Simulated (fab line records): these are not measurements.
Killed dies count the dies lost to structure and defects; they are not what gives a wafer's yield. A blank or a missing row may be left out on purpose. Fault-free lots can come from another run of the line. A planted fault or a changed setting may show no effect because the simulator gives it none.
fab line records	flow n5_finfet
record: lots: 7	wafers: 21
route steps=1938 shown MIM_BOT_LITHO@1858 PASSIVATION@1930
start_h: hours from the record's opening day to when the first of the lot's shown wafers began	wait_h: how many hours have passed since the lot's step before this one	" as in the row above	L1.1+2: one row covering several wafers at once	- no value, or no start was given	* or withheld: withheld	< > ~ a bound
route shown NAME@n: NAME is a module with steps in the file, n the number in the route of the first one	usual: mean and standard deviation over wafers with no fault	same: alike in all rows	chamber/n: place in a boat	sites: each site's reading	_std_site: their standard deviation	_edge_site: outer sites' mean less inner sites'	radius_mm: for every site, how far away it sits from the centre of the wafer	mask NAME#n: copy n	behind: the most recent tool/chamber to have shaped the wafer	hold: why the lot was held/for how many hours/how that ended	device: names the non-switching transistor (n, p or np)	end of line: the tests these same wafers got at the end of their route	for a step that has no rows: nothing shown but its recipe	killed: not the wafer's yield, but the dies lost to structure and defects at the first sort	map: shows each die of a wafer: x if killed, . if not, _ if none is there
set.NAME: the run value of the setting; set.NAME@STEP: its run value at that earlier step	model.NAME: the simulator's own value behind a step, which no gauge read
lots where settings were altered on purpose, with a table for each step and a row for each wafer
== steps ==
step: N5_MIM_BOT_LITHO_EXPOSE_05
recipe: mask_id: MIM_BOT	na: 0.55	source_shape: conventional	sigma_outer: 0.8	polarization: unpolarized	dose_mj: 24.25
lot.wafer	tool	chamber	start_h	wait_h	mask	set.dose_mj
L074.1+3	krf_scanner-01	0	256.58	-	MIM_BOT#0	24.25
L074.5	"	0	"	"	MIM_BOT#0	23.24
L079.1+4+5	krf_scanner-01	0	279.84	-	MIM_BOT#0	24.25
L078.3+4+5	krf_scanner-01	0	283.06	-	MIM_BOT#0	24.25
L086.3+4	krf_scanner-02	0	343.90	-	MIM_BOT#0	23.72
L086.6	"	0	"	"	MIM_BOT#0	24.25
L090.1+5	krf_scanner-01	0	366.41	-	MIM_BOT#0	24.25
L090.6	"	0	"	"	MIM_BOT#0	25.33
L091.1	krf_scanner-02	0	379.46	-	MIM_BOT#0	24.89
L091.3+5	"	0	"	"	MIM_BOT#0	24.25
L094.1+6	krf_scanner-02	0	384.59	-	MIM_BOT#0	23.18
L094.3	"	0	"	"	MIM_BOT#0	24.25
step: N5_MIM_BOT_LITHO_PEB_06
recipe: peb_temp_c: withheld	peb_time_s: *
step: N5_MIM_BOT_LITHO_DEVELOP_07
recipe: develop_time_s: 60	rinse_liquid: diw	dry: air_spin	dev_temp_c: 21
step: N5_MIM_BOT_LITHO_HARDBAKE_09
recipe: temp_c: 130	time_s: 120
step: N5_MIM_BOT_LITHO_CD_MEAS_08
recipe: target_cd_nm: 3000	landing_energy_ev: 500	detector: se_inlens	polarity: opening
usual: cd_nm: 2999.6/2.5
lot.wafer	tool	chamber	start_h	wait_h	set.dose_mj@MIM_BOT_LITHO_EXPOSE_05	cd_nm
L074.1	cd_sem-01	0	256.75	-	24.25	3001.8
L074.3	"	0	"	"	24.25	3002.6
L074.5	"	0	"	"	23.24	2992.4
L079.1	cd_sem-02	0	280.02	-	24.25	2995.5
L079.4	"	0	"	"	24.25	2996.6
L079.5	"	0	"	"	24.25	2994.7
L078.3	cd_sem-03	0	283.23	-	24.25	3000.4
L078.4	"	0	"	"	24.25	2998.4
L078.5	"	0	"	"	24.25	3001.9
L086.3	cd_sem-03	0	344.07	-	23.72	2995.1
L086.4	"	0	"	"	23.72	2989.9
L086.6	"	0	"	"	24.25	2997.6
L090.1	cd_sem-02	0	366.59	-	24.25	2998.7
L090.5	"	0	"	"	24.25	3002.3
L090.6	"	0	"	"	25.33	3005.3
L091.1	cd_sem-02	0	379.63	-	24.89	3006.4
L091.3	"	0	"	"	24.25	2998.5
L091.5	"	0	"	"	24.25	2997.9
L094.1	cd_sem-03	0	384.77	-	23.18	2994.1
L094.3	"	0	"	"	24.25	2999.7
L094.6	"	0	"	"	23.18	2992.9
step: N5_PASSIVATION_ETCH_54
recipe: chemistry: CHF3/O2	target: SiO2	target_depth_a: 8800	CHF3_flow_sccm: 50	O2_flow_sccm: 5	Ar_flow_sccm: 200	time_s: 440	mask_material: PR	pressure_mtorr: 30	source_w: 650	bias_w: 170	ion_energy_ev: 200
usual: rf_vpp_V: 529/10
lot.wafer	tool	chamber	start_h	wait_h	set.bias_w	rf_vpp_V
L074.1	rie_diel-02	0	262.89	0.1	178.1	560
L074.3	"	2	"	"	178.1	535
L074.5	"	2	"	"	170	516
L079.1	rie_diel-02	3	286.68	0.1	170	522
L079.4	"	2	"	"	170	515
L079.5	"	2	"	"	170	515
L078.3	rie_diel-02	1	291.68	0.1	170	526
L078.4	"	2	"	"	191	566
L078.5	"	3	"	"	170	522
L086.3	rie_diel-01	3	350.49	0.1	170	517
L086.4	"	2	"	"	170	534
L086.6	"	0	"	"	145.5	480
L090.1	rie_diel-05	0	371.88	0.1	170	515
L090.5	"	1	"	"	170	545
L090.6	"	2	"	"	170	527
L091.1	rie_diel-02	1	385.82	0.1	170	524
L091.3	"	2	"	"	158.1	485
L091.5	"	2	"	"	170	515
L094.1	rie_diel-02	1	391.72	0.1	170	525
L094.3	"	2	"	"	170	516
L094.6	"	2	"	"	170	516
== key ==
split: step: N5_MIM_BOT_LITHO_EXPOSE_05	setting: dose_mj	stated: 24.25	by: wafer
response: step: N5_MIM_BOT_LITHO_CD_MEAS_08	reading: cd_nm	change: +1.79	per: 1%	r: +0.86
split: step: N5_PASSIVATION_ETCH_54	setting: bias_w	stated: 170	by: wafer
response: step: N5_PASSIVATION_ETCH_54	reading: rf_vpp_V	change: +3.61	per: 1%	r: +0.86
